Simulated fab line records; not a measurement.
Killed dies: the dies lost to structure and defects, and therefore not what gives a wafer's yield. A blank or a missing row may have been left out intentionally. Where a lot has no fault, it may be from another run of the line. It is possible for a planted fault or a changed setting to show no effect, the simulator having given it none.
Chamber matching / flow n5Finfet / 4 sister chambers for N5_MOL_CONTACT_COAG_STRIP_96 on rieDiel-02
The step strips in N2/H2. 7 wafers are shown with their chamber, then 8 later ones without.

WAFERS WITH THEIR CHAMBER
wafer=L085.6; chamber=3; showerheadPlenumPTorr (Torr)=3.35; drypumpMotorCurrentA (A)=5.6
wafer=L086.1; chamber=2; showerheadPlenumPTorr (Torr)=3.48; drypumpMotorCurrentA (A)=5.2
wafer=L086.5; chamber=2; showerheadPlenumPTorr (Torr)=3.48; drypumpMotorCurrentA (A)=5.2
wafer=L087.1; chamber=0; showerheadPlenumPTorr (Torr)=3.18; drypumpMotorCurrentA (A)=5.3
wafer=L087.4; chamber=1; showerheadPlenumPTorr (Torr)=3.47; drypumpMotorCurrentA (A)=6.2
wafer=L087.5; chamber=1; showerheadPlenumPTorr (Torr)=3.47; drypumpMotorCurrentA (A)=6.3
wafer=L090.1; chamber=3; showerheadPlenumPTorr (Torr)=3.34; drypumpMotorCurrentA (A)=5.6

WAFERS WHOSE CHAMBER IS MISSING
wafer=L090.2; showerheadPlenumPTorr (Torr)=3.17; drypumpMotorCurrentA (A)=5.3
wafer=L090.5; showerheadPlenumPTorr (Torr)=3.48; drypumpMotorCurrentA (A)=5.2
wafer=L091.2; showerheadPlenumPTorr (Torr)=3.46; drypumpMotorCurrentA (A)=6.2
wafer=L091.3; showerheadPlenumPTorr (Torr)=3.17; drypumpMotorCurrentA (A)=5.3
wafer=L091.6; showerheadPlenumPTorr (Torr)=3.48; drypumpMotorCurrentA (A)=5.2
wafer=L097.1; showerheadPlenumPTorr (Torr)=3.47; drypumpMotorCurrentA (A)=5.2
wafer=L097.3; showerheadPlenumPTorr (Torr)=3.33; drypumpMotorCurrentA (A)=5.6
wafer=L097.5; showerheadPlenumPTorr (Torr)=3.46; drypumpMotorCurrentA (A)=6.2

EACH ONE'S CHAMBER
wafer=L090.2; from the rows above=0; in truth=0
wafer=L090.5; from the rows above=2; in truth=2
wafer=L091.2; from the rows above=1; in truth=1
wafer=L091.3; from the rows above=0; in truth=0
wafer=L091.6; from the rows above=2; in truth=2
wafer=L097.1; from the rows above=2; in truth=2
wafer=L097.3; from the rows above=3; in truth=3
wafer=L097.5; from the rows above=1; in truth=1
Placed correctly: 8 of 8. From these rows, 0 cannot be placed. Number placed wrongly: 0.
How it was worked out, from the rows above alone: a wafer's distance from a chamber is the root of the sum, over the readings, of the square of ((its reading less the chamber's mean) divided by the reading's scatter). If the next closest chamber is less than 2 further off than the closest, the wafer can't be placed; otherwise it belongs to the closest. The mean given for a chamber averages the wafers shown for that chamber. The scatter: the root of (the sum of the squares of (reading less its chamber's mean) over the shown wafers, divided by (wafers less chambers)).
